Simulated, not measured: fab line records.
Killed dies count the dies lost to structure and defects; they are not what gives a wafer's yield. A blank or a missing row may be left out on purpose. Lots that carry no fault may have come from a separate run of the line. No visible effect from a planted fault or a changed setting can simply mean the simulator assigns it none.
Which tool did it? -- flow nandHarc -- 12 lots, 36 wafers sampled, at 6 steps of a route of 1159

WHAT THE GAUGES READ, wafer by wafer
NHARC_A_WL_FILL_INSPECT_15. Usual: rawDefectCount at 367, with a standard deviation of 120.
lot,measured,on,rawDefectCount,flag
L634,day 16 03:02,defectInspect-01,429 524 441,
L635,day 16 01:08,defectInspect-01,731 430 386,
L637,day 16 16:20,defectInspect-02,415 467 384,
L638,day 17 01:55,defectInspect-01,294 310 230,
L646,day 19 03:22,defectInspect-02,2416 2323 2262,OFF
L649,day 19 12:33,defectInspect-02,2310 2178 2241,OFF
L651,day 19 23:04,defectInspect-02,300 491 280,
L653,day 20 12:58,defectInspect-02,477 319 389,
L652,day 20 13:25,defectInspect-02,356 292 397,
L654,day 21 01:55,defectInspect-01,624 370 428,
L655,day 22 09:37,defectInspect-02,445 329 229,
L656,day 22 11:10,defectInspect-02,291 303 377,

NHARC_END_SORT_01. Usual: killedAtArray 28, standard deviation 11; killedAtOther 0.7, standard deviation 1.1; killedAtPeriphery 2.9, standard deviation 2; killedDies 32, standard deviation 11; killedOpen 3.2, standard deviation 1.8; killedShort 2.0, standard deviation 1.4.
lot,measured,on,killedAtArray,killedAtOther,killedAtPeriphery,killedDies,killedOpen,killedShort,flag
L646,day 22 06:47,prober-02,674 676 676,0 0 0,3 1 1,677 677 677,2 3 2,1 2 1,OFF
L649,day 22 14:40,prober-01,673 675 674,0 0 0,4 2 3,677 677 677,2 1 3,2 3 0,OFF

WHICH TOOL RAN EACH LOT (tool, then ch and the chambers of the sampled wafers, then the start)
lot,NHARC_A_WL_FILL_CVD_03,NHARC_A_WL_FILL_STRIP_27,NHARC_A_WL_FILL_CMP_12,NHARC_A_CONTACT_ETCH_112
L634,"cvdW-02 ch 0,1, day 15 00:46","plasmaAsher-01 ch 0,1, day 15 03:33","cmp-01 ch 0,3, day 16 02:35","harCapEtch-03 ch 0,1, day 16 09:08"
L635,"cvdW-02 ch 1, day 15 02:38","plasmaAsher-01 ch 0,1, day 15 06:18","cmp-01 ch 1,2,3, day 16 00:40","harCapEtch-02 ch 0,1, day 16 08:24"
L637,"cvdW-02 ch 1, day 15 13:34","plasmaAsher-02 ch 0,1, day 15 17:16","cmp-04 ch 0,3, day 16 15:53","harCapEtch-03 ch 1, day 16 21:30"
L638,"cvdW-01 ch 0,1, day 15 18:44","plasmaAsher-01 ch 0,1, day 15 22:31","cmp-01 ch 0,2,3, day 17 01:26","harCapEtch-03 ch 0,1, day 17 07:37"
L646,"cvdW-01 ch 0,1, day 17 20:42","plasmaAsher-02 ch 0,1, day 17 23:54","cmp-01 ch 0,2, day 19 02:55",-
L649,"cvdW-01 ch 0,1, day 18 12:59","plasmaAsher-01 ch 0,1, day 18 15:21","cmp-01 ch 0,2,3, day 19 12:07",-
L651,"cvdW-02 ch 0,1, day 18 23:07","plasmaAsher-02 ch 0,1, day 19 01:55","cmp-01 ch 1,2, day 19 22:34","harCapEtch-02 ch 0,1, day 20 04:24"
L653,"cvdW-01 ch 1, day 19 11:53","plasmaAsher-02 ch 0,1, day 19 15:37","cmp-04 ch 0,3, day 20 12:29","harCapEtch-01 ch 0,1, day 20 18:36"
L652,"cvdW-02 ch 0,1, day 19 13:01","plasmaAsher-01 ch 0,1, day 19 15:49","cmp-01 ch 0,1,2, day 20 13:00","harCapEtch-03 ch 0,1, day 20 19:32"
L654,"cvdW-01 ch 0,1, day 19 22:44","plasmaAsher-02 ch 0,1, day 20 01:57","cmp-04 ch 1,2,3, day 21 01:27","harCapEtch-02 ch 0,1, day 21 09:25"
L655,"cvdW-02 ch 0,1, day 21 05:30","plasmaAsher-02 ch 0,1, day 21 08:43","cmp-01 ch 0,3, day 22 09:10","harCapEtch-02 ch 0,1, day 22 14:58"
L656,"cvdW-02 ch 0, day 21 07:50","plasmaAsher-02 ch 0,1, day 21 11:52","cmp-04 ch 1,2, day 22 10:41","harCapEtch-02 ch 0,1, day 22 19:07"
- NHARC_A_WL_FILL_CVD_03: deposits W, target thk 40 nm, time 3302 s.
- NHARC_A_WL_FILL_STRIP_27: strips in N2/H2, time 20 s.
- NHARC_A_WL_FILL_CMP_12: polishes, t overpolish 30 s, target thk 75 nm.
- NHARC_A_CONTACT_ETCH_112: etches the open film in C4F8/O2/Ar, time 94 s, target depth 922 nm.

AS READ BY THE TOOLS THEMSELVES (means over the sampled wafers that have a number; for cases with no such wafer, the mark the record gives instead)
NHARC_A_WL_FILL_CVD_03. Usual: heaterPowerW 484 W, standard deviation 50; throttleValvePct 8.0 %, standard deviation 0.39.
lot,tool,heaterPowerW (W),throttleValvePct (%),flag
L634,cvdW-02,498,8.0,
L635,cvdW-02,436,8.4,
L637,cvdW-02,428,8.4,
L638,cvdW-01,456,7.9,
L646,cvdW-01,495,8.2,
L649,cvdW-01,465,8.2,
L651,cvdW-02,504,7.8,
L653,cvdW-01,527,8.5,
L652,cvdW-02,478,8.0,
L654,cvdW-01,461,8.1,
L655,cvdW-02,514,7.7,
L656,cvdW-02,549,7.5,

NHARC_A_WL_FILL_STRIP_27. Usual: drypumpMotorCurrentA 5.77 A, standard deviation 0.046; heaterPowerW 335 W, standard deviation 27.
lot,tool,drypumpMotorCurrentA (A),heaterPowerW (W),flag
L634,plasmaAsher-01,5.74,335,
L635,plasmaAsher-01,5.75,353,
L637,plasmaAsher-02,5.79,315,
L638,plasmaAsher-01,5.78,350,
L646,plasmaAsher-02,5.81,322,
L649,plasmaAsher-01,5.73,355,
L651,plasmaAsher-02,5.75,339,
L653,plasmaAsher-02,5.75,339,
L652,plasmaAsher-01,5.74,328,
L654,plasmaAsher-02,5.74,336,
L655,plasmaAsher-02,5.82,320,
L656,plasmaAsher-02,5.76,336,

NHARC_A_WL_FILL_CMP_12. Usual: edgeZonePressureFrac 1.001, standard deviation 0.0049; motorCurrentA 11.9 A, standard deviation 1.2; overpolishRunS 29.999 s, standard deviation 0.0089; timeToEndpointS 14.5 s, standard deviation 2.2.
lot,tool,edgeZonePressureFrac,motorCurrentA (A),overpolishRunS (s),timeToEndpointS (s),flag
L634,cmp-01,1.000,12.0,29.997,15.1,
L635,cmp-01,0.996,11.6,30.007,14.5,
L637,cmp-04,0.999,11.9,29.995,14.2,
L638,cmp-01,1.005,12.1,29.993,13.1,
L646,cmp-01,-,-,-,-,OFF
L649,cmp-01,-,-,-,-,OFF
L651,cmp-01,0.998,11.4,30.000,10.9,
L653,cmp-04,0.993,13.5,30.006,13.5,
L652,cmp-01,0.997,11.1,29.998,14.4,
L654,cmp-04,1.002,11.0,30.002,15.2,
L655,cmp-01,1.006,12.0,29.997,16.3,
L656,cmp-04,0.998,12.0,30.001,14.5,

NHARC_A_CONTACT_ETCH_112. Usual: oesAirLineAu at 1.000 a.u., with a standard deviation of 0.022.
lot,tool,oesAirLineAu (a.u.),flag
L634,harCapEtch-03,0.999,
L635,harCapEtch-02,0.998,
L637,harCapEtch-03,1.014,
L638,harCapEtch-03,1.009,
L651,harCapEtch-02,0.975,
L653,harCapEtch-01,1.000,
L652,harCapEtch-03,0.987,
L654,harCapEtch-02,1.027,
L655,harCapEtch-02,0.997,
L656,harCapEtch-02,0.998,

THE ANSWER, worked out from the rows above alone
Rule: a lot is off if the mean of its wafers that have a number lies more than 3 standard deviations from the usual mean. A lot without any number at a reading at which 4 lots or more have one is off too. All remaining lots with rows at the step are treated as sound. First the gauges in route order, then the tools' own readings, where a lot's mean is used as printed above. At the first step where some lot is off, the reading lying furthest off is the one used; lots without a number count as furthest.
Off: L646, L649, at NHARC_A_WL_FILL_INSPECT_15 (rawDefectCount).
A tool fits if, at a process step before that reading, it ran every lot that is off, and no sound lot after the first of them. Not tried: the gauges at NHARC_A_WL_FILL_INSPECT_15; whatever is off there is also off at NHARC_END_SORT_01, on other tools, and gauge error can't account for it. Of those tried, none fits.

WHAT WAS PUT IN BY THE SIMULATOR
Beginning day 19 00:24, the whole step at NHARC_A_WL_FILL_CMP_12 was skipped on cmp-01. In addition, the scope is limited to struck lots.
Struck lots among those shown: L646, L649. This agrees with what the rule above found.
